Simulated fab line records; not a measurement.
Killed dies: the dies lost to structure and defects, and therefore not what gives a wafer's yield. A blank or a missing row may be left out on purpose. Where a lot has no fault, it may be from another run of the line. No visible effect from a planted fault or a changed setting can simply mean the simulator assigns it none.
Comparing a struck lot with a sound one -- flow n5-finfet -- 15 out of 1938 route steps
Sound: these wafers, L226.1, L226.2, L226.5. Struck: wafer L225.4 (left out: L225.2, L225.6 of the same lot, which were not struck); the cause appears at the end.
Per side, at each step with rows, come the tool, then ch with its chambers, and then its first start. Under that, the readings that differ: sound wafers -- struck wafers -- difference of the means -- sigmas: that difference in standard deviations of wafers without a fault.
alike: a reading whose means differ by less than 2 such deviations, as well as words and numbers matching on both sides. not compared: withheld readings; readings where some wafer has no value; bounds like >300 that might hide an equal value; numbers whose values overlap and for which the record gives no deviation.
The two part at a step that has a row with sigmas, a row that says differs or no value, or rows on one side only. Numbers that don't overlap but have no deviation are shown without sigmas and don't part them. Lack of a reading on every wafer of one side parts them only where that side has two or more wafers.

first, 3 steps without rows for these wafers: N5_BEOL_M5_SRD_40 (time 30 s); N5_BEOL_M5_PRECLEAN_42 (cleans in residue remover, time 60 s); N5_BEOL_M5_SRD_43 (time 30 s).
N5_BEOL_M5_CD_MEAS_35: target cd 28 nm, target cd y 24 nm.
  struck on cd-sem-03, day 10 11:29; sound on cd-sem-03, day 10 06:40
  alike: cd-nm
N5_BEOL_M5_CURE_80: cures SiCOH lowk, time 120 s.
  sound on uv-cure-02 ch 0, day 10 06:42; struck on uv-cure-02 ch 1, day 10 11:35
  alike: lamp-power-pct, wafer_temp_C_max
N5_BEOL_M5_DEGAS_44: time 60 s.
  struck on pvd-sputter-01, day 10 11:59; sound on pvd-sputter-03, day 10 07:28
  alike: heater-power-w, susceptor-temp-C
then, 1 step without rows for these wafers: N5_BEOL_M5_PRE_CLEAN_45 (time 30 s).
N5_BEOL_M5_ALD_86: deposits TaN, pulse time 2 s, purge time 3 s, co reactant purge time 2 s.
  sound on ald-metal-04 ch 0,2,3, day 10 07:34; struck on ald-metal-03 ch 0, day 10 12:05
  alike: heater-power-outer-w, heater-power-w, susceptor-temp-C
then, 3 steps without rows for these wafers: N5_BEOL_M5_SURFACE_TREAT_87; N5_BEOL_M5_CVD_47 (deposits Co from CCTBA/H2, target thk 3 nm, time 216 s); N5_BEOL_M5_SPUTTER_48 (material Cu, target thk 15 nm, time 27.62 s).
N5_BEOL_M5_ANNEAL_49: time 1800 s.
  struck on pvd-sputter-01, day 10 12:41; sound on pvd-sputter-03, day 10 08:13
  alike: heater-power-w, susceptor-temp-C
N5_BEOL_M5_SPUTTER_81: material Cu, target thk 15 nm, time 27.62 s.
  struck on pvd-sputter-01, day 10 13:42; sound on pvd-sputter-03, day 10 14:24
reading,sound,struck,difference,sigmas
chamber-pressure-pa (Pa),0.07005 0.07008 0.07014,0.07663,+0.00654,+41
throttle-valve-pct (%),28.7 29.8 29.4,27.7,-1.6,-2
  alike: chuck-sensor-temp-C, susceptor-temp-C
N5_BEOL_M5_ANNEAL_82: time 1800 s.
  struck on pvd-sputter-01, day 10 13:47; sound on pvd-sputter-03, day 10 14:29
  alike: heater-power-w, susceptor-temp-C
-- here the record skips 4 days between the struck wafers' starts before and after, leaving off in module BEOL_M5 and picking up in module PASSIVATION (first step shown: number 1936 of the route) --
N5_PASSIVATION_PROBE_49:
  struck on prober-02, day 15 00:29; sound on prober-02, day 15 01:43
reading,sound,struck,difference,sigmas
killed-at-other,4 1 1,11,+9,+3
  alike: defect-limited-yield, killed_at_M0_to_M3, killed_at_M4_up, killed-at-contacts, killed-at-front-end, killed-dies, killed-open, killed-short, sort_bin_5_function, sort_bin_6_memory, sort_bin_8_speed, sort-n-pass, sort-yield-pct

== WHERE THEY PART ==
Earliest at N5_BEOL_M5_SPUTTER_81; latest, in this record, at N5_PASSIVATION_PROBE_49.

WHY: what had been put in by the simulator
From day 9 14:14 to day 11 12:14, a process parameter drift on pvd-sputter-01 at N5_BEOL_M5_SPUTTER_81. The setting chamber-pressure-pa was moved by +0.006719, starting from 0.07. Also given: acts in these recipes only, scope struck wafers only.
